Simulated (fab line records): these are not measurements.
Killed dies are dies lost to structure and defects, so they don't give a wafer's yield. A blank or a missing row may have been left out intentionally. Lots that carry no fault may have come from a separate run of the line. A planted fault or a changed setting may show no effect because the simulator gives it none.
Which tool is to blame? | flow n5_finfet | Sampling: 9 lots, 27 wafers, 5 of 1938 route steps

== WHAT THE GAUGES SHOWED, per wafer ==
N5_BEOL_M4_RC_MEAS_101.
lot  | measured     | on        | DIBL_N (mV/V)
L280 | day 8 02:04  | prober-02 | 34.0 33.7 33.8
L281 | day 8 02:34  | prober-01 | 36.8 36.0 37.6
L282 | day 8 21:16  | prober-02 | 37.6 38.4 35.2
L283 | day 8 19:33  | prober-01 | 36.1 35.2 34.5
L285 | day 9 07:28  | prober-01 | 35.4 35.2 35.4
L292 | day 11 16:36 | prober-01 | 33.0 33.6 33.6
L295 | day 11 22:54 | prober-01 | 36.7 37.5 35.5
L300 | day 13 05:51 | prober-01 | 36.3 36.2 37.9
L302 | day 14 10:37 | prober-01 | 35.0 35.0 35.9

== WHAT TOOL EACH LOT RAN ON (gives the tool, then ch and the chambers of the sampled wafers, and finally the start) ==
lot  | N5_DUMMY_GATE_ETCH_37             | N5_DUMMY_GATE_HM_OPEN_21          | N5_DUMMY_GATE_ETCH_44           | N5_DUMMY_GATE_ETCH_42
L280 | rie_diel-04 ch 0,1, day 3 05:01   | rie_diel-04 ch 0,1, day 3 05:25   | rie_si-04 ch 0,1,3, day 3 05:40 | rie_diel-04 ch 0,3, day 3 05:50
L281 | rie_diel-04 ch 0,3, day 3 12:28   | rie_diel-03 ch 2,3, day 3 12:50   | rie_si-04 ch 0,3, day 3 13:05   | rie_diel-03 ch 0,2, day 3 13:15
L282 | rie_diel-04 ch 0,1,3, day 3 19:21 | rie_diel-05 ch 0,2,3, day 3 19:49 | rie_si-04 ch 0,2,3, day 3 20:04 | rie_diel-05 ch 0,2, day 3 20:19
L283 | rie_diel-03 ch 0,2,3, day 3 22:34 | rie_diel-04 ch 0,1, day 3 22:56   | rie_si-02 ch 0,2, day 3 23:11   | rie_diel-03 ch 2,3, day 3 23:21
L285 | rie_diel-05 ch 1,2,3, day 4 09:53 | rie_diel-05 ch 1,2,3, day 4 10:25 | rie_si-04 ch 1,2,3, day 4 10:40 | rie_diel-04 ch 0,1,2, day 4 10:49
L292 | rie_diel-03 ch 0,1, day 6 05:24   | rie_diel-04 ch 2,3, day 6 05:46   | rie_si-04 ch 0,2,3, day 6 06:01 | rie_diel-04 ch 0,1,2, day 6 06:43
L295 | rie_diel-05 ch 0,1,2, day 6 22:35 | rie_diel-03 ch 0,1,3, day 6 23:17 | rie_si-05 ch 2,3, day 6 23:35   | rie_diel-03 ch 0,3, day 6 23:47
L300 | rie_diel-04 ch 1,2, day 8 05:18   | rie_diel-03 ch 0,2,3, day 8 05:40 | rie_si-05 ch 1,2, day 8 05:55   | rie_diel-03 ch 0,2,3, day 8 06:05
L302 | rie_diel-05 ch 1,2,3, day 8 15:58 | rie_diel-05 ch 0,1,3, day 8 16:20 | rie_si-04 ch 0,1,3, day 8 16:35 | rie_diel-04 ch 0,1, day 8 16:45
- N5_DUMMY_GATE_ETCH_37: etches SOC in N2/H2, target depth 60 nm, overetch 30 nm.
- N5_DUMMY_GATE_HM_OPEN_21: chemistry CH3F/O2, target SiNx, target depth 120 nm, time 171.4 s.
- N5_DUMMY_GATE_ETCH_44: etches poly-Si in HBr/O2, stops on SiO2, target depth 127.5 nm.
- N5_DUMMY_GATE_ETCH_42: etches SiO2 in CHF3/O2, target depth 3.5 nm, time 31 s.

== THE ANSWER, worked out from the rows above alone ==
Rule: the usual values come from the lots themselves. Put in order of their means at a reading, lots are off if they are a third of the lots or fewer, leave a main group of 4 or more, and stand apart from it by a gap of 3 or more times the standard deviation of the main group's means; of several such gaps the widest counts. A main group whose means are all the same, to the digits that the tables above print for the reading, isn't used. A lot without any number at a reading at which 4 lots or more have one is off too. All remaining lots with rows at the step are treated as sound.
Across all readings shown, no lot is off: no conclusion can be drawn from this.

== WHAT HAD BEEN PUT IN BY THE SIMULATOR ==
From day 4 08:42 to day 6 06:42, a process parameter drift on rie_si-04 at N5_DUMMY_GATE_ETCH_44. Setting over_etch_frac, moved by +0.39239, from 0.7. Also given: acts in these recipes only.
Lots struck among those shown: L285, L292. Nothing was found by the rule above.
